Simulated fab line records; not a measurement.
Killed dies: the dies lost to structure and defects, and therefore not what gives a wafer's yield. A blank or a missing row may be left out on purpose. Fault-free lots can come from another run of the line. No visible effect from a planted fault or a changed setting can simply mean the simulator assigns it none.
Matching of chambers + flow nand-harc + 4 sister chambers for NHARC_P_BONDPAD_ETCH_24 on rie-diel-07
The step etches the open film in CF4/N2, target depth 30 nm, time 72.99 s. 8 wafers are shown with their chamber, then 8 later ones without.

== WAFERS, EACH WITH ITS CHAMBER ==
| wafer  | chamber | drypump-motor-current-A (A) | rf-vpp-V (V) |
|--------|---------|-----------------------------|--------------|
| L426.2 | 0       | 6.3                         | 315.6        |
| L426.4 | 2       | 5.4                         | 312.9        |
| L430.2 | 2       | 5.4                         | 311.9        |
| L430.3 | 1       | 5.0                         | 311.2        |
| L430.4 | 3       | 5.3                         | 316.3        |
| L431.1 | 1       | 4.9                         | 312.1        |
| L431.2 | 3       | 5.3                         | 314.6        |
| L431.4 | 0       | 6.3                         | 317.5        |

== WAFERS WITH NO CHAMBER GIVEN ==
| wafer  | drypump-motor-current-A (A) | rf-vpp-V (V) |
|--------|-----------------------------|--------------|
| L435.1 | 5.3                         | 316.1        |
| L435.3 | 5.4                         | 311.9        |
| L435.5 | 4.9                         | 312.5        |
| L436.2 | 5.3                         | 313.4        |
| L436.3 | 6.3                         | 316.1        |
| L436.5 | 4.9                         | 313.0        |
| L443.2 | 5.4                         | 310.6        |
| L443.4 | 5.3                         | 316.4        |

== EACH ONE'S CHAMBER ==
| wafer  | from the rows above     | in truth |
|--------|-------------------------|----------|
| L435.1 | 3                       | 3        |
| L435.3 | 2                       | 2        |
| L435.5 | 1                       | 1        |
| L436.2 | can't be placed: 3 or 2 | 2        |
| L436.3 | 0                       | 0        |
| L436.5 | 1                       | 1        |
| L443.2 | 2                       | 2        |
| L443.4 | 3                       | 3        |
Correct placement for 7 of the 8. Cannot be placed on the basis of these rows: 1; the candidates contain the true chamber in 1. Wrongly placed: 0.
How it was worked out, from the rows above alone: a wafer's distance from a chamber is the root of the sum, over the readings, of the square of ((its reading less the chamber's mean) divided by the reading's scatter). The wafer belongs to the nearest chamber; if the next one is less than 2 further off, it can't be placed. The mean given for a chamber averages the wafers shown for that chamber. The scatter: the root of (the sum of the squares of (reading less its chamber's mean) over the shown wafers, divided by (wafers less chambers)).
